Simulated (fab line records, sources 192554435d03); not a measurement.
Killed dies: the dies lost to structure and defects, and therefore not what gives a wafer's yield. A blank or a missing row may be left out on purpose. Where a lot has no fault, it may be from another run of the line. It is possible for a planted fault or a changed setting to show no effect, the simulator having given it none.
The same fault as seen by 2 desks    flow n5_finfet    each desk holds nothing but its own numbers, with what lay behind them at the end

## THE METROLOGY DESK
What the gauges read for every lot (on any tool): the sampled wafers with a number, averaged. Any lot whose mean is over 4 standard deviations away from the usual mean is out of limits and marked OUT; that distance is given in the brackets. Only the readings that lie furthest out on some lot appear, 7 of the 12 it has.
Columns: A = DIBL_N at N5_BEOL_M4_RC_MEAS_101, usual 36.3 mV/V; B = DIBL_P at N5_BEOL_M4_RC_MEAS_101, usual 36.5 mV/V; C = IOFF_N at N5_BEOL_M4_RC_MEAS_101, usual 0.163 nA/um; D = IOFF_P at N5_BEOL_M4_RC_MEAS_101, usual 0.22 nA/um; E = SS_P at N5_BEOL_M4_RC_MEAS_101, usual 73.3 mV/dec; F = VT_N at N5_BEOL_M4_RC_MEAS_101, usual 249.3 mV; G = VT_P at N5_BEOL_M4_RC_MEAS_101, usual -250 mV
lot   first seen here  A     B     C      D     E     F      G
L239  day 8 10:20      33.9  34.1  0.131  0.16  73.1  252.4  -255
L240  day 9 01:08      37.9  37.6  0.176  0.25  74.1  248.6  -246
L243  day 9 14:32      37.1  37.2  0.165  0.23  73.2  248.0  -249
L250  day 11 17:46     35.0  35.2  0.150  0.22  72.9  249.4  -249
L252  day 11 22:40     35.1  36.6  0.136  0.20  72.7  252.7  -251
L257  day 12 19:23     37.0  35.2  0.155  0.20  72.9  251.6  -248
L261  day 14 04:17     35.5  36.2  0.159  0.21  73.6  250.7  -250
L262  day 14 08:29     37.1  36.8  0.185  0.26  73.8  245.9  -246
This desk's finding: nothing out of limits on any of the 8 lots.

## FOR THE TOOL OWNER'S DESK: pvd_sputter-01
The tool's own readings at N5_BEOL_M7_HM_DEP_02 (deposits TiN, target thk 20 nm): means of the sampled wafers that have a number, for each lot that ran on this tool. Any lot whose mean is over 4 standard deviations away from the usual mean is out of limits and marked OUT; that distance is given in the brackets.
Columns: A = throttle_valve_pct at N5_BEOL_M7_HM_DEP_02, usual 30.0 %
lot   first seen here  A
L239  day 9 15:07      30.7
L243  day 10 14:54     29.9
L257  day 14 00:01     29.7
This desk's finding: nothing out of limits on any of the 3 lots.

## BROUGHT TOGETHER
Metrology desk: nothing out of limits seen.
Nothing out of limits was seen by the tool owner's desk.

## WHAT THE SIMULATOR HAD PUT IN
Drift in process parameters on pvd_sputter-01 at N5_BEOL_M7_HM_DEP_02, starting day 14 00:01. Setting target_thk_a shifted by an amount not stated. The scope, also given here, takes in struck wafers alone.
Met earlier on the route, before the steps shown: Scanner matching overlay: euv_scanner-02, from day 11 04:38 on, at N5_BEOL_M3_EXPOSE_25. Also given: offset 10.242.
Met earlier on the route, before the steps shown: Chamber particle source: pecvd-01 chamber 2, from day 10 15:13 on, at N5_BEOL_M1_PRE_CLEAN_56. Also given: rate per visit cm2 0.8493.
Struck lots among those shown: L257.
